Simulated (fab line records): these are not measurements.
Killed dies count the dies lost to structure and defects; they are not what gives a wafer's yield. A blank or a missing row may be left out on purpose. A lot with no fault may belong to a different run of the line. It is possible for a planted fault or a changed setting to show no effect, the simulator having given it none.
Split-lot experiment + flow n5Finfet + on a route of 1938 steps: 7 lots, 21 wafers read

## ABOUT THE SPLIT
At N5_FIN_SAQP_EXPOSE_13 (exposes mask FIN CORE, target cd 35.6 nm), the setting doseMj was moved away from the recipe's 63.25 on 11 of the 21 wafers read, by -7.5% to +7.0%. This setting was run at the recipe's value on the other wafers.

## THE PATH FROM SPLIT TO READING: the file shows 1 step between them
- N5_FIN_SAQP_DEVELOP_15: develop time 30 s (also split here: developTimeS)

## THE READING
cdNm at N5_FIN_SAQP_CD_MEAS_16, given in nm (cd target 35.6 nm). Fault-free wafers of this fab line usually give 35.7 nm, standard deviation 0.47 nm.

| wafer  | tool, chamber at the split | doseMj as run | against the recipe | cdNm, nm | against lot-mates on the recipe |
|--------|----------------------------|---------------|--------------------|----------|---------------------------------|
| L078.1 | arfiScanner-03, 0          | 63.25         | recipe             | 35.1     | -                               |
| L078.2 | arfiScanner-03, 0          | 60.91         | -3.7%              | 36.6     | +1.5                            |
| L078.3 | arfiScanner-03, 0          | 60.91         | -3.7%              | 35.9     | +0.8                            |
| L081.2 | arfiScanner-01, 0          | 66.46         | +5.1%              | 34.4     | -0.7                            |
| L081.4 | arfiScanner-01, 0          | 66.46         | +5.1%              | 34.8     | -0.3                            |
| L081.5 | arfiScanner-01, 0          | 63.25         | recipe             | 35.1     | -                               |
| L082.1 | arfiScanner-03, 0          | 59.4          | -6.1%              | 37.8     | +2.7                            |
| L082.5 | arfiScanner-03, 0          | 63.25         | recipe             | 35.1     | -                               |
| L082.6 | arfiScanner-03, 0          | 59.4          | -6.1%              | 37.0     | +1.9                            |
| L087.1 | arfiScanner-03, 0          | 58.53         | -7.5%              | 38.7     | +2.5                            |
| L087.3 | arfiScanner-03, 0          | 63.25         | recipe             | 36.6     | -                               |
| L087.4 | arfiScanner-03, 0          | 63.25         | recipe             | 35.9     | -                               |
| L088.1 | arfiScanner-03, 0          | 67.68         | +7.0%              | 34.5     | no lot-mate on the recipe       |
| L088.4 | arfiScanner-03, 0          | 67.68         | +7.0%              | 34.3     | no lot-mate on the recipe       |
| L088.6 | arfiScanner-03, 0          | 67.68         | +7.0%              | 34.1     | no lot-mate on the recipe       |
| L090.2 | arfiScanner-03, 0          | 63.25         | recipe             | 36.5     | -                               |
| L090.4 | arfiScanner-03, 0          | 59.63         | -5.7%              | 37.4     | +1.2                            |
| L090.5 | arfiScanner-03, 0          | 63.25         | recipe             | 35.8     | -                               |
| L097.1 | arfiScanner-03, 0          | 63.25         | recipe             | 35.6     | -                               |
| L097.5 | arfiScanner-03, 0          | 63.25         | recipe             | 35.1     | -                               |
| L097.6 | arfiScanner-03, 0          | 63.25         | recipe             | 34.7     | -                               |

THE FIT
A straight line over all 21 wafers: cdNm changes by -0.251 nm for each +1% of doseMj; r = -0.88; the points scatter about the line by 0.6 nm.
The same after taking each lot's own level away (the mean of its wafers on the recipe; 18 wafers): -0.258 nm for each +1%; r = -0.89; scatter 0.47 nm.
That fit puts the effect of the largest move of doseMj on the reading at 1.9 nm.
The lots' own levels span 35.10 to 36.25 nm, that is 2.4 times the standard deviation above.
Consequently the slope shifts little with the lot-to-lot level, the two slopes agreeing.
Check: with one of the wafers moved furthest among these (-7.5%) left out of the fit, the line predicts +2.04 nm for it against its lot-mates. Against them it came out at +2.45 nm.

## ADDITIONAL SPLITS CARRIED BY THESE WAFERS
Before the reading, these wafers also passed through other splits. Each is held against what the fit with the lots' levels taken away leaves over:
| other split on the same wafers      | wafers away from the commonest value | r with cdNm (lot level and that fit taken away) |
|-------------------------------------|--------------------------------------|-------------------------------------------------|
| N5_FIN_SAQP_DEVELOP_15 developTimeS | 5                                    | -0.25                                           |

## FILE'S OWN FIT
cdNm changes by -0.278 nm for each +1% of doseMj, r = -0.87.
